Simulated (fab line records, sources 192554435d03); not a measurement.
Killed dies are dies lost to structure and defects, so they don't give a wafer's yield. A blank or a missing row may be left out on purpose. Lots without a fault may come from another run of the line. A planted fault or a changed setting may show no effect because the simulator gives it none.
Which tool did it? | flow n5_finfet | 12 lots, 36 wafers sampled, at 5 steps of a route of 1938

WHAT THE GAUGES READ, wafer by wafer
N5_BEOL_M6_THK_MEAS_01.
lot  | measured     | on            | M6_ILD_THK (nm)
L075 | day 9 00:05  | film_metro-01 | 153.2 152.9 154.9
L077 | day 9 14:42  | film_metro-01 | 156.3 158.0 157.8
L079 | day 10 06:38 | film_metro-01 | 155.1 155.1 157.2
L081 | day 10 14:16 | film_metro-01 | 150.9 151.0 151.8
L082 | day 10 23:17 | film_metro-02 | 154.7 153.3 156.3
L085 | day 11 14:56 | film_metro-02 | 153.3 157.0 156.0
L087 | day 12 05:32 | film_metro-02 | 154.7 154.0 153.7
L090 | day 12 11:39 | film_metro-01 | 151.6 151.8 151.7
L091 | day 12 20:13 | film_metro-02 | 153.6 156.5 157.6
L095 | day 13 10:24 | film_metro-02 | 153.8 151.6 152.0
L094 | day 13 21:36 | film_metro-02 | 151.9 152.8 154.0
L097 | day 14 08:39 | film_metro-01 | 154.0 154.3 157.7

WHICH TOOL RAN EACH LOT (tool, then ch and the chambers of the sampled wafers, then the start)
lot  | N5_BEOL_M5_STRIP_36                | N5_BEOL_M5_DEGAS_44          | N5_BEOL_M5_PRE_CLEAN_77          | N5_BEOL_M5_CO_CAP_78
L075 | rie_diel-04 ch 0,2,3, day 8 15:11  | pvd_sputter-02, day 8 16:35  | cvd_co-02 ch 0,2, day 8 22:45    | cvd_co-02 ch 0,2, day 8 22:47
L077 | rie_diel-05 ch 0,1, day 9 06:25    | pvd_sputter-02, day 9 07:08  | cvd_co-02 ch 0,2, day 9 13:45    | cvd_co-02 ch 0,2, day 9 13:47
L079 | rie_diel-05 ch 2,3, day 9 22:45    | pvd_sputter-03, day 9 23:39  | cvd_co-01 ch 0,2, day 10 05:46   | cvd_co-01 ch 0,2, day 10 05:48
L081 | rie_diel-04 ch 0,1,3, day 10 06:25 | pvd_sputter-02, day 10 07:14 | cvd_co-02 ch 0,1,2, day 10 13:25 | cvd_co-02 ch 0,1,2, day 10 13:27
L082 | rie_diel-04 ch 0,2,3, day 10 15:17 | pvd_sputter-01, day 10 16:16 | cvd_co-01 ch 0,1, day 10 22:26   | cvd_co-01 ch 0,1, day 10 22:28
L085 | rie_diel-05 ch 0,2, day 11 07:05   | pvd_sputter-03, day 11 08:08 | cvd_co-02 ch 0,1, day 11 14:04   | cvd_co-02 ch 0,1, day 11 14:06
L087 | rie_diel-04 ch 2,3, day 11 22:04   | pvd_sputter-02, day 11 22:51 | cvd_co-01 ch 0,1, day 12 04:40   | cvd_co-01 ch 0,1, day 12 04:43
L090 | rie_diel-04 ch 1,2,3, day 12 03:38 | pvd_sputter-01, day 12 04:58 | cvd_co-02 ch 0,1,2, day 12 10:47 | cvd_co-02 ch 0,1,2, day 12 10:50
L091 | rie_diel-03 ch 1,2, day 12 11:20   | pvd_sputter-03, day 12 13:04 | cvd_co-01 ch 0,2, day 12 18:52   | cvd_co-01 ch 0,2, day 12 18:55
L095 | rie_diel-04 ch 0,2,3, day 13 02:43 | pvd_sputter-01, day 13 03:38 | cvd_co-01 ch 0,1,2, day 13 09:32 | cvd_co-01 ch 0,1,2, day 13 09:35
L094 | rie_diel-03 ch 0,1,2, day 13 13:03 | pvd_sputter-03, day 13 13:52 | cvd_co-02 ch 0,1,2, day 13 20:44 | cvd_co-02 ch 0,1,2, day 13 20:46
L097 | rie_diel-05 ch 0,1,2, day 13 23:35 | pvd_sputter-03, day 14 00:32 | cvd_co-01 ch 0,1,2, day 14 07:47 | cvd_co-01 ch 0,1,2, day 14 07:50
- N5_BEOL_M5_STRIP_36: strips in N2/H2.
- N5_BEOL_M5_DEGAS_44: time 60 s.
- N5_BEOL_M5_PRE_CLEAN_77: time 15 s.
- N5_BEOL_M5_CO_CAP_78: material Co, precursor CCTBA/H2, target thk 2 nm, time 102.1 s.

THE ANSWER, worked out from the rows above alone
Rule: what is usual is taken from the lots themselves. Put in order of their means at a reading, lots are off if they are a third of the lots or fewer, leave a main group of 4 or more, and stand apart from it by a gap of 3 or more times the standard deviation of the main group's means; of several such gaps the widest counts. A main group whose means are all the same, to the digits that the tables above print for the reading, isn't used. A lot without any number at a reading at which 4 lots or more have one is off too. The other lots that the step has rows for count as sound.
No lot is off at any reading shown: from this, nothing can be told.

WHAT THE SIMULATOR HAD PUT IN
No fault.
